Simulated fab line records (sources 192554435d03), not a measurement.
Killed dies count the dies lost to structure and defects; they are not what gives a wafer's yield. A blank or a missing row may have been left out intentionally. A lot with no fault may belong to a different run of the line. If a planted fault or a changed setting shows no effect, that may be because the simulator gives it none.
The tool behind it: which one? / flow n5-finfet / 12 lots with 36 wafers sampled at 2 steps, on a route of 1938 steps

== WHAT THE GAUGES READ, wafer by wafer ==
N5_BEOL_M2_CD_MEAS_11: target cd 16.79 nm.
lot=L075; measured=day 6 22:34; on=cd-sem-01; cd-nm (nm)=16.72 16.85 17.14
lot=L076; measured=day 7 04:28; on=cd-sem-03; cd-nm (nm)=16.34 16.77 16.73
lot=L079; measured=day 7 17:54; on=cd-sem-01; cd-nm (nm)=16.41 16.79 16.22
lot=L081; measured=day 8 08:01; on=cd-sem-01; cd-nm (nm)=17.07 16.77 17.07
lot=L083; measured=day 8 23:42; on=cd-sem-03; cd-nm (nm)=16.99 16.93 16.63
lot=L086; measured=day 9 06:56; on=cd-sem-01; cd-nm (nm)=16.66 17.02 16.59
lot=L087; measured=day 9 20:47; on=cd-sem-03; cd-nm (nm)=17.03 17.19 17.03
lot=L089; measured=day 10 03:41; on=cd-sem-02; cd-nm (nm)=16.87 16.56 16.84
lot=L092; measured=day 11 01:47; on=cd-sem-02; cd-nm (nm)=17.20 16.62 16.98
lot=L093; measured=day 11 10:22; on=cd-sem-01; cd-nm (nm)=17.07 16.85 16.83
lot=L095; measured=day 12 03:24; on=cd-sem-01; cd-nm (nm)=16.81 16.51 16.51
lot=L097; measured=day 12 10:53; on=cd-sem-03; cd-nm (nm)=17.24 17.51 17.24

== EACH LOT AND THE TOOL THAT RAN IT (in order: tool; ch and the chambers of the sampled wafers; start) ==
lot=L075; N5_BEOL_M1_ANNEAL_87=pvd-sputter-03, day 6 18:25
lot=L076; N5_BEOL_M1_ANNEAL_87=pvd-sputter-02, day 6 23:59
lot=L079; N5_BEOL_M1_ANNEAL_87=pvd-sputter-03, day 7 14:49
lot=L081; N5_BEOL_M1_ANNEAL_87=pvd-sputter-02, day 8 04:29
lot=L083; N5_BEOL_M1_ANNEAL_87=pvd-sputter-01, day 8 18:32
lot=L086; N5_BEOL_M1_ANNEAL_87=pvd-sputter-02, day 9 01:27
lot=L087; N5_BEOL_M1_ANNEAL_87=pvd-sputter-03, day 9 17:21
lot=L089; N5_BEOL_M1_ANNEAL_87=pvd-sputter-02, day 10 00:34
lot=L092; N5_BEOL_M1_ANNEAL_87=pvd-sputter-03, day 10 20:57
lot=L093; N5_BEOL_M1_ANNEAL_87=pvd-sputter-03, day 11 03:37
lot=L095; N5_BEOL_M1_ANNEAL_87=pvd-sputter-03, day 11 23:36
lot=L097; N5_BEOL_M1_ANNEAL_87=pvd-sputter-01, day 12 05:44
- N5_BEOL_M1_ANNEAL_87: time 240 s.

== THE ANSWER, worked out from the rows above alone ==
Rule: what is usual is taken from the lots themselves. The widest of any qualifying gaps counts: lots, ordered by their means at a reading, are off when they make up no more than a third of the lots, leave a main group of 4 or more, and stand apart from it by 3 or more times the standard deviation of that group's means. A main group whose means are all the same, to the digits that the tables above print for the reading, isn't used. Also off: a lot with no number at a reading for which 4 or more lots have one. Where the step has rows for the other lots, those lots are counted as sound.
Across all readings shown, no lot is off: no conclusion can be drawn from this.

== WHAT THE SIMULATOR HAD INSERTED ==
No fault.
